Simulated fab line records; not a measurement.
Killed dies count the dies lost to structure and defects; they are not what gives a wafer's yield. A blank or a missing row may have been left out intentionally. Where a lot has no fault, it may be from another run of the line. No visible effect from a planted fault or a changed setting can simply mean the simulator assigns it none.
Which tool is to blame? + flow n5_finfet + 12 lots (36 wafers sampled), 1 step of a 1938-step route

## WHAT EACH GAUGE READ, for each wafer
N5_DUMMY_GATE_THK_MEAS_05.
| lot  | measured    | on            | thk_nm (nm)    |
|------|-------------|---------------|----------------|
| L075 | day 3 00:33 | film_metro-01 | 73.4 71.6 70.6 |
| L077 | day 3 13:52 | film_metro-01 | 71.1 71.7 70.4 |
| L079 | day 4 01:16 | film_metro-01 | 72.1 71.8 72.1 |
| L081 | day 4 13:43 | film_metro-01 | 70.5 71.4 71.0 |
| L083 | day 5 03:11 | film_metro-02 | 71.2 69.5 70.5 |
| L085 | day 5 13:33 | film_metro-01 | 72.5 73.1 72.2 |
| L087 | day 6 01:16 | film_metro-02 | 71.7 72.7 72.9 |
| L089 | day 6 13:41 | film_metro-02 | 71.6 72.3 71.3 |
| L091 | day 6 22:12 | film_metro-01 | 73.5 73.0 72.2 |
| L093 | day 7 11:05 | film_metro-01 | 71.9 70.5 72.3 |
| L095 | day 8 00:01 | film_metro-02 | 72.7 70.7 71.6 |
| L097 | day 8 11:40 | film_metro-02 | 72.5 72.2 73.2 |

## TOOL THAT RAN EACH LOT (tool first, then ch and the chambers of the sampled wafers, then the start)
There is no process step in the record ahead of these readings.

## THE ANSWER, worked out from the rows above alone
Rule: the lots themselves supply what counts as usual. The widest of any qualifying gaps counts: lots, ordered by their means at a reading, are off when they make up no more than a third of the lots, leave a main group of 4 or more, and stand apart from it by 3 or more times the standard deviation of that group's means. A main group is skipped when, at the precision printed for the reading in the tables above, its means are all equal. Also off: a lot with no number at a reading for which 4 or more lots have one. All remaining lots with rows at the step are treated as sound.
No lot is off on any of the readings shown, so nothing can be concluded from this.

## WHAT WAS PUT IN BY THE SIMULATOR
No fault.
